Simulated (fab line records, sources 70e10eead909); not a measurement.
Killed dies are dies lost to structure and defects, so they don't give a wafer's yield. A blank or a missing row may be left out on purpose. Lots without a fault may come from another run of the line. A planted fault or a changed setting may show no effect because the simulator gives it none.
Which tool did it? | flow nand_harc | 24 lots, 72 wafers sampled, at 6 steps of a route of 1159

WHAT THE GAUGES READ, wafer by wafer
NHARC_A_SLIT_OVL_MEAS_10. Usual: overlay_x_nm 0.0 nm, standard deviation 0.7; overlay_y_nm -0.2 nm, standard deviation 0.79.
lot  | measured     | on         | overlay_x_nm (nm) | overlay_y_nm (nm) | flag
L074 | day 13 12:14 | overlay-02 | 0.1 0.2 -0.4      | 0.6 1.3 0.8       |
L075 | day 14 13:14 | overlay-02 | -0.1 0.1 -0.4     | 0.9 -0.4 0.0      |
L077 | day 15 01:04 | overlay-01 | -0.6 -1.5 -1.0    | -0.3 -0.4 -0.4    |
L076 | day 15 00:21 | overlay-02 | 0.2 0.8 0.3       | -0.8 -0.5 -0.5    |
L078 | day 15 00:11 | overlay-01 | 0.2 1.2 -0.1      | -0.6 -0.7 -1.4    |
L079 | day 15 14:00 | overlay-02 | 0.5 1.1 0.3       | -0.8 -1.0 -0.4    |
L080 | day 15 14:14 | overlay-02 | -1.4 -1.6 -1.5    | -1.3 -1.3 -1.3    |
L082 | day 15 14:13 | overlay-02 | 0.6 0.8 0.0       | -0.3 -0.1 0.1     |
L081 | day 16 13:31 | overlay-02 | -0.5 -0.5 -0.9    | 0.4 0.0 0.1       |
L085 | day 16 21:02 | overlay-02 | 0.7 0.1 0.8       | -0.1 0.3 -0.2     |
L084 | day 16 21:22 | overlay-02 | 0.6 0.5 -0.1      | 1.7 1.8 1.5       |
L087 | day 17 05:20 | overlay-02 | -0.5 -0.9 -1.3    | 0.0 0.1 0.0       |
L086 | day 17 05:11 | overlay-02 | 0.5 0.2 -0.1      | -1.6 -1.4 -1.8    |
L083 | day 17 05:00 | overlay-02 | 0.4 -0.1 -0.1     | 0.2 0.0 0.0       |
L089 | day 17 16:59 | overlay-02 | -0.6 -0.5 -0.7    | -1.0 -1.0 -1.0    |
L088 | day 17 16:37 | overlay-02 | 0.1 0.4 -0.4      | 1.4 1.4 1.5       |
L090 | day 18 10:56 | overlay-02 | -0.2 0.4 0.4      | -0.9 -0.9 -1.2    |
L093 | day 18 19:19 | overlay-02 | -1.1 -0.4 -0.5    | -0.1 -0.3 -0.5    |
L092 | day 18 20:33 | overlay-02 | 0.7 0.4 0.7       | 0.1 0.1 0.2       |
L094 | day 19 02:35 | overlay-02 | -0.1 -0.3 -0.2    | -1.3 -0.8 -1.6    |
L091 | day 19 02:25 | overlay-02 | 0.0 1.1 0.8       | -0.5 -0.3 -0.5    |
L097 | day 20 04:11 | overlay-02 | 1.3 1.6 2.2       | -0.5 -0.1 -0.5    |
L096 | day 20 03:49 | overlay-02 | 0.2 0.6 0.3       | 0.0 -0.4 -1.3     |
L095 | day 20 04:02 | overlay-02 | -0.3 -0.1 0.0     | 0.6 0.2 0.2       |

NHARC_A_SLIT_CD_MEAS_21. Usual: cd_nm 290.0 nm, standard deviation 1.2.
lot  | measured     | on        | cd_nm (nm)        | flag
L074 | day 13 15:43 | cd_sem-01 | 291.5 290.6 288.8 |
L075 | day 14 16:51 | cd_sem-01 | 290.5 288.9 291.2 |
L077 | day 15 05:23 | cd_sem-03 | 288.5 291.9 289.9 |
L076 | day 15 03:56 | cd_sem-01 | 288.4 289.3 288.5 |
L078 | day 15 03:41 | cd_sem-03 | 288.0 287.4 290.4 |
L079 | day 15 17:32 | cd_sem-03 | 290.2 291.1 290.6 |
L080 | day 15 20:53 | cd_sem-02 | 288.7 291.6 291.7 |
L082 | day 15 19:11 | cd_sem-01 | 289.9 289.8 288.3 |
L081 | day 16 16:58 | cd_sem-01 | 290.7 288.5 290.8 |
L085 | day 17 00:36 | cd_sem-01 | 288.6 291.6 291.6 |
L084 | day 17 00:57 | cd_sem-02 | 289.3 290.9 290.6 |
L087 | day 17 10:52 | cd_sem-02 | 291.4 288.8 289.8 |
L086 | day 17 09:31 | cd_sem-01 | 287.9 288.5 289.0 |
L083 | day 17 09:10 | cd_sem-01 | 291.8 290.9 292.2 |
L089 | day 17 20:53 | cd_sem-02 | 289.8 287.5 291.3 |
L088 | day 17 20:08 | cd_sem-02 | 289.4 291.5 289.6 |
L090 | day 18 14:28 | cd_sem-01 | 290.4 288.4 289.4 |
L093 | day 18 22:53 | cd_sem-02 | 292.1 291.8 290.8 |
L092 | day 19 00:02 | cd_sem-01 | 291.0 289.4 292.8 |
L094 | day 19 06:07 | cd_sem-03 | 290.6 289.6 289.4 |
L091 | day 19 05:57 | cd_sem-01 | 290.1 291.1 290.2 |
L097 | day 20 08:59 | cd_sem-02 | 291.1 290.9 290.8 |
L096 | day 20 07:19 | cd_sem-01 | 289.2 290.6 290.0 |
L095 | day 20 07:37 | cd_sem-02 | 290.3 291.0 291.1 |

WHICH TOOL RAN EACH LOT (tool, then ch and the chambers of the sampled wafers, then the start)
lot  | NHARC_A_STAIRCASE_DEP_151       | NHARC_A_STAIRCASE_ETCHBACK_157     | NHARC_A_SGD_CUT_DESCUM_14          | NHARC_A_SLIT_DEP_00
L074 | pecvd-04 ch 1,2, day 11 18:14   | rie_diel-03 ch 0,1,2, day 12 22:07 | rie_diel-09 ch 0,2,3, day 12 23:53 | acl_dep-03 ch 0, day 13 09:22
L075 | pecvd-04 ch 0,1,2, day 12 18:02 | rie_diel-02 ch 1,2,3, day 13 23:31 | rie_diel-04 ch 0,2,3, day 14 01:24 | acl_dep-02 ch 0, day 14 10:31
L077 | pecvd-01 ch 0,1,2, day 13 06:17 | rie_diel-12 ch 0,1,2, day 14 11:45 | rie_diel-06 ch 0,1,2, day 14 13:34 | acl_dep-03 ch 0, day 14 22:15
L076 | pecvd-04 ch 0,2, day 13 06:25   | rie_diel-12 ch 0,3, day 14 12:27   | rie_diel-04 ch 0,2, day 14 14:17   | acl_dep-01 ch 0, day 14 21:49
L078 | pecvd-01 ch 0,1,2, day 13 06:51 | rie_diel-12 ch 0,2,3, day 14 11:32 | rie_diel-04 ch 1,3, day 14 13:24   | acl_dep-02 ch 0, day 14 21:26
L079 | pecvd-04 ch 0,1,2, day 13 19:17 | rie_diel-12 ch 0,2,3, day 15 02:35 | rie_diel-06 ch 0,1, day 15 04:32   | acl_dep-03 ch 0, day 15 11:54
L080 | pecvd-01 ch 0,2, day 13 19:17   | rie_diel-12 ch 0,1,3, day 15 03:53 | rie_diel-09 ch 0,1, day 15 05:42   | acl_dep-02 ch 0, day 15 11:29
L082 | pecvd-03 ch 1,2, day 14 00:52   | rie_diel-03 ch 0,2,3, day 15 02:30 | rie_diel-04 ch 0,3, day 15 04:23   | acl_dep-01 ch 0, day 15 11:46
L081 | pecvd-04 ch 1,2, day 14 14:48   | rie_diel-03 ch 0,1,3, day 15 22:35 | rie_diel-04 ch 0,1,2, day 16 00:34 | acl_dep-01 ch 0, day 16 10:43
L085 | pecvd-03 ch 1,2, day 15 03:19   | rie_diel-02 ch 1,2,3, day 16 09:31 | rie_diel-06 ch 1,2, day 16 11:17   | acl_dep-01 ch 0, day 16 18:45
L084 | pecvd-01 ch 1,2, day 15 03:25   | rie_diel-03 ch 0,1,2, day 16 09:49 | rie_diel-04 ch 0,2,3, day 16 11:38 | acl_dep-03 ch 0, day 16 19:14
L087 | pecvd-04 ch 0,1, day 15 09:55   | rie_diel-03 ch 0,3, day 16 17:41   | rie_diel-06 ch 0,2,3, day 16 20:01 | acl_dep-02 ch 0, day 17 02:04
L086 | pecvd-04 ch 0,1, day 15 12:20   | rie_diel-12 ch 1,3, day 16 16:28   | rie_diel-09 ch 0,2, day 16 18:25   | acl_dep-03 ch 0, day 17 02:17
L083 | pecvd-03 ch 0,1,2, day 15 12:29 | rie_diel-02 ch 2,3, day 16 19:09   | rie_diel-06 ch 2,3, day 16 21:02   | acl_dep-01 ch 0, day 17 02:55
L089 | pecvd-01 ch 0,1,2, day 16 01:24 | rie_diel-03 ch 0,1,3, day 17 04:47 | rie_diel-06 ch 0,1,3, day 17 06:53 | acl_dep-03 ch 0, day 17 14:13
L088 | pecvd-03 ch 0,1,2, day 16 01:27 | rie_diel-02 ch 0,1,3, day 17 04:15 | rie_diel-04 ch 0,1,2, day 17 06:43 | acl_dep-01 ch 0, day 17 13:50
L090 | pecvd-03 ch 0,1,2, day 16 19:54 | rie_diel-12 ch 0,2,3, day 17 23:35 | rie_diel-06 ch 0,1,2, day 18 01:29 | acl_dep-02 ch 0, day 18 09:16
L093 | pecvd-01 ch 0,1,2, day 17 04:00 | rie_diel-03 ch 1,2,3, day 18 07:31 | rie_diel-04 ch 0,1,3, day 18 09:25 | acl_dep-02 ch 0, day 18 16:33
L092 | pecvd-03 ch 0,1,2, day 17 04:10 | rie_diel-12 ch 0,1,3, day 18 07:50 | rie_diel-09 ch 0,1,2, day 18 09:47 | acl_dep-03 ch 0, day 18 18:42
L094 | pecvd-04 ch 0,1,2, day 17 08:43 | rie_diel-02 ch 0,1,3, day 18 12:43 | rie_diel-09 ch 0,2,3, day 18 15:41 | acl_dep-01 ch 0, day 18 23:47
L091 | pecvd-03 ch 0,1,2, day 17 08:54 | rie_diel-02 ch 0,2,3, day 18 12:37 | rie_diel-04 ch 0,1,2, day 18 15:16 | acl_dep-03 ch 0, day 18 23:46
L097 | pecvd-04 ch 0,1, day 18 04:48   | rie_diel-02 ch 0,1,3, day 19 13:49 | rie_diel-09 ch 0,2,3, day 19 15:41 | acl_dep-01 ch 0, day 20 01:17
L096 | pecvd-03 ch 0,2, day 18 04:59   | rie_diel-02 ch 2,3, day 19 13:31   | rie_diel-04 ch 0,1,3, day 19 15:24 | acl_dep-03 ch 0, day 20 01:11
L095 | pecvd-01 ch 0,1,2, day 18 04:59 | rie_diel-03 ch 1,2,3, day 19 13:19 | rie_diel-06 ch 1,2,3, day 19 15:12 | acl_dep-02 ch 0, day 20 01:52
- NHARC_A_STAIRCASE_DEP_151: deposits SiO2, target thk 3800 nm.
- NHARC_A_STAIRCASE_ETCHBACK_157: etches the open film in CH3F/O2, target depth 90 nm, time 167.14 s.
- NHARC_A_SGD_CUT_DESCUM_14: chemistry O2, time 3 s.
- NHARC_A_SLIT_DEP_00: deposits aC, target thk 3200 nm.

WHAT THE TOOLS THEMSELVES READ (means of the sampled wafers that have a number; where no wafer has one, the mark that the record gives instead)
NHARC_A_STAIRCASE_DEP_151. Usual: heater_power_w 666 W, standard deviation 110.
lot  | tool     | heater_power_w (W) | flag
L074 | pecvd-04 | 635                |
L075 | pecvd-04 | 727                |
L077 | pecvd-01 | 714                |
L076 | pecvd-04 | 647                |
L078 | pecvd-01 | 680                |
L079 | pecvd-04 | 644                |
L080 | pecvd-01 | 605                |
L082 | pecvd-03 | 744                |
L081 | pecvd-04 | 639                |
L085 | pecvd-03 | 711                |
L084 | pecvd-01 | 681                |
L087 | pecvd-04 | 680                |
L086 | pecvd-04 | 683                |
L083 | pecvd-03 | 612                |
L089 | pecvd-01 | 679                |
L088 | pecvd-03 | 687                |
L090 | pecvd-03 | 623                |
L093 | pecvd-01 | 696                |
L092 | pecvd-03 | 609                |
L094 | pecvd-04 | 751                |
L091 | pecvd-03 | 635                |
L097 | pecvd-04 | 678                |
L096 | pecvd-03 | 562                |
L095 | pecvd-01 | 669                |

NHARC_A_STAIRCASE_ETCHBACK_157. Usual: bias_w 99.97 W, standard deviation 0.29; drypump_motor_current_A 5.5 A, standard deviation 0.39; o2_flow_sccm 30.01 sccm, standard deviation 0.092; oes_product_au 0.97 a.u., standard deviation 0.034; rf_vpp_V 244.0 V, standard deviation 1.4; showerhead_plenum_p_Torr 2.43 Torr, standard deviation 0.081; throttle_valve_pct 20.663 %, standard deviation 0.0087.
lot  | tool        | bias_w (W) | drypump_motor_current_A (A) | o2_flow_sccm (sccm) | oes_product_au (a.u.) | rf_vpp_V (V) | showerhead_plenum_p_Torr (Torr) | throttle_valve_pct (%) | flag
L074 | rie_diel-03 | 100.20     | 5.1                         | 30.01               | 0.97                  | 245.1        | 2.49                            | 20.670                 |
L075 | rie_diel-02 | 100.06     | 5.5                         | 30.05               | 0.97                  | 242.8        | 2.36                            | 20.657                 |
L077 | rie_diel-12 | 99.81      | 5.9                         | 30.03               | 0.92                  | 246.3        | 2.48                            | 20.656                 |
L076 | rie_diel-12 | 99.86      | 5.5                         | 30.04               | 0.95                  | 246.2        | 2.51                            | 20.662                 |
L078 | rie_diel-12 | 100.07     | 5.7                         | 30.02               | 0.97                  | 245.4        | 2.53                            | 20.650                 |
L079 | rie_diel-12 | 99.81      | 5.7                         | 29.92               | 0.91                  | 246.1        | 2.53                            | 20.662                 |
L080 | rie_diel-12 | 99.94      | 5.6                         | 30.00               | 0.99                  | 244.2        | 2.46                            | 20.669                 |
L082 | rie_diel-03 | 99.96      | 5.5                         | 30.02               | 0.93                  | 243.9        | 2.47                            | 20.663                 |
L081 | rie_diel-03 | 99.73      | 5.4                         | 30.06               | 0.95                  | 244.0        | 2.45                            | 20.658                 |
L085 | rie_diel-02 | 99.92      | 5.5                         | 29.99               | 1.01                  | 242.5        | 2.36                            | 20.664                 |
L084 | rie_diel-03 | 99.80      | 5.1                         | 30.07               | 0.93                  | 244.3        | 2.48                            | 20.658                 |
L087 | rie_diel-03 | 99.85      | 5.7                         | 30.02               | 1.01                  | 244.0        | 2.42                            | 20.660                 |
L086 | rie_diel-12 | 100.09     | 5.5                         | 30.07               | 0.99                  | 243.7        | 2.45                            | 20.666                 |
L083 | rie_diel-02 | 99.67      | 5.3                         | 29.97               | 1.02                  | 243.3        | 2.39                            | 20.658                 |
L089 | rie_diel-03 | 100.01     | 5.4                         | 30.02               | 0.93                  | 243.1        | 2.45                            | 20.662                 |
L088 | rie_diel-02 | 99.83      | 5.7                         | 30.08               | 1.01                  | 242.3        | 2.35                            | 20.672                 |
L090 | rie_diel-12 | 100.08     | 5.7                         | 29.91               | 0.99                  | 244.9        | 2.52                            | 20.665                 |
L093 | rie_diel-03 | 99.91      | 5.4                         | 30.06               | 1.00                  | 245.3        | 2.47                            | 20.659                 |
L092 | rie_diel-12 | 99.94      | 5.6                         | 29.91               | 0.98                  | 243.5        | 2.45                            | 20.674                 |
L094 | rie_diel-02 | 99.92      | 5.7                         | 30.10               | 0.94                  | 243.0        | 2.34                            | 20.665                 |
L091 | rie_diel-02 | 99.71      | 5.4                         | 29.99               | 0.93                  | 242.6        | 2.37                            | 20.662                 |
L097 | rie_diel-02 | 99.79      | 5.7                         | 29.96               | 0.99                  | 243.5        | 2.34                            | 20.668                 |
L096 | rie_diel-02 | 100.13     | 5.3                         | 29.94               | 0.98                  | 242.5        | 2.37                            | 20.651                 |
L095 | rie_diel-03 | 99.96      | 5.4                         | 30.15               | 1.01                  | 244.1        | 2.47                            | 20.664                 |

NHARC_A_SGD_CUT_DESCUM_14. Usual: drypump_motor_current_A 5.7 A, standard deviation 0.42; o2_flow_sccm 200.0 sccm, standard deviation 0.61; oes_product_au 0.995 a.u., standard deviation 0.011; rf_vpp_V 57.7 V, standard deviation 0.83; showerhead_plenum_p_Torr 1.90 Torr, standard deviation 0.075; throttle_valve_pct 11.312 %, standard deviation 0.0084.
lot  | tool        | drypump_motor_current_A (A) | o2_flow_sccm (sccm) | oes_product_au (a.u.) | rf_vpp_V (V) | showerhead_plenum_p_Torr (Torr) | throttle_valve_pct (%) | flag
L074 | rie_diel-09 | 5.9                         | 199.8               | 0.992                 | 57.3         | 1.86                            | 11.304                 |
L075 | rie_diel-04 | 5.4                         | 200.4               | 1.000                 | 56.9         | 1.87                            | 11.313                 |
L077 | rie_diel-06 | 5.5                         | 200.8               | 0.998                 | 57.8         | 1.94                            | 11.312                 |
L076 | rie_diel-04 | 5.4                         | 200.4               | 1.005                 | 57.9         | 1.90                            | 11.318                 |
L078 | rie_diel-04 | 6.1                         | 200.1               | 0.982                 | 58.3         | 1.97                            | 11.318                 |
L079 | rie_diel-06 | 5.6                         | 199.8               | 1.014                 | 57.3         | 1.97                            | 11.314                 |
L080 | rie_diel-09 | 5.7                         | 200.2               | 1.005                 | 57.2         | 1.84                            | 11.310                 |
L082 | rie_diel-04 | 5.2                         | 199.3               | 0.998                 | 58.0         | 1.86                            | 11.307                 |
L081 | rie_diel-04 | 5.8                         | 199.4               | 1.002                 | 57.5         | 1.95                            | 11.308                 |
L085 | rie_diel-06 | 5.8                         | 200.1               | 0.999                 | 57.4         | 1.92                            | 11.302                 |
L084 | rie_diel-04 | 5.4                         | 199.7               | 0.991                 | 58.0         | 1.87                            | 11.309                 |
L087 | rie_diel-06 | 5.5                         | 200.2               | 0.993                 | 57.9         | 1.88                            | 11.312                 |
L086 | rie_diel-09 | 5.9                         | 201.1               | 0.988                 | 57.3         | 1.84                            | 11.320                 |
L083 | rie_diel-06 | 5.8                         | 200.0               | 0.992                 | 58.7         | 1.86                            | 11.322                 |
L089 | rie_diel-06 | 5.5                         | 200.2               | 1.003                 | 57.8         | 1.91                            | 11.308                 |
L088 | rie_diel-04 | 5.8                         | 200.1               | 0.982                 | 57.6         | 1.95                            | 11.308                 |
L090 | rie_diel-06 | 5.5                         | 199.8               | 0.997                 | 58.8         | 1.94                            | 11.313                 |
L093 | rie_diel-04 | 5.6                         | 199.9               | 0.990                 | 57.5         | 1.91                            | 11.313                 |
L092 | rie_diel-09 | 5.8                         | 200.4               | 0.996                 | 57.9         | 1.86                            | 11.313                 |
L094 | rie_diel-09 | 6.0                         | 199.6               | 0.985                 | 57.6         | 1.86                            | 11.315                 |
L091 | rie_diel-04 | 5.8                         | 200.0               | 0.993                 | 57.7         | 1.95                            | 11.318                 |
L097 | rie_diel-09 | 5.9                         | 200.2               | 0.987                 | 57.5         | 1.86                            | 11.316                 |
L096 | rie_diel-04 | 5.6                         | 199.4               | 0.990                 | 57.5         | 1.91                            | 11.309                 |
L095 | rie_diel-06 | 5.9                         | 200.2               | 0.991                 | 57.9         | 1.89                            | 11.313                 |

NHARC_A_SLIT_DEP_00. Usual: throttle_valve_pct 35.000 %, standard deviation 0.0084.
lot  | tool       | throttle_valve_pct (%) | flag
L074 | acl_dep-03 | 35.002                 |
L075 | acl_dep-02 | 35.003                 |
L077 | acl_dep-03 | 35.005                 |
L076 | acl_dep-01 | 35.008                 |
L078 | acl_dep-02 | 34.996                 |
L079 | acl_dep-03 | 35.005                 |
L080 | acl_dep-02 | 34.994                 |
L082 | acl_dep-01 | 35.003                 |
L081 | acl_dep-01 | 35.002                 |
L085 | acl_dep-01 | 34.998                 |
L084 | acl_dep-03 | 34.998                 |
L087 | acl_dep-02 | 34.996                 |
L086 | acl_dep-03 | 35.001                 |
L083 | acl_dep-01 | 35.000                 |
L089 | acl_dep-03 | 35.009                 |
L088 | acl_dep-01 | 34.999                 |
L090 | acl_dep-02 | 34.997                 |
L093 | acl_dep-02 | 35.004                 |
L092 | acl_dep-03 | 35.007                 |
L094 | acl_dep-01 | 34.998                 |
L091 | acl_dep-03 | 34.990                 |
L097 | acl_dep-01 | 35.001                 |
L096 | acl_dep-03 | 35.000                 |
L095 | acl_dep-02 | 34.991                 |

THE ANSWER, worked out from the rows above alone
Rule: a lot is off if the mean of its wafers that have a number lies more than 3 standard deviations from the usual mean. A lot without any number at a reading at which 4 lots or more have one is off too. The other lots that the step has rows for count as sound. The gauges are gone through in route order, then the tools' own readings, and for those a lot's mean is taken as printed above. The first step at which some lot is off is used, and at that step the reading that is off furthest; a lot without a number counts as furthest.
No lot is off at any reading shown: from this, nothing can be told.

WHAT THE SIMULATOR HAD PUT IN
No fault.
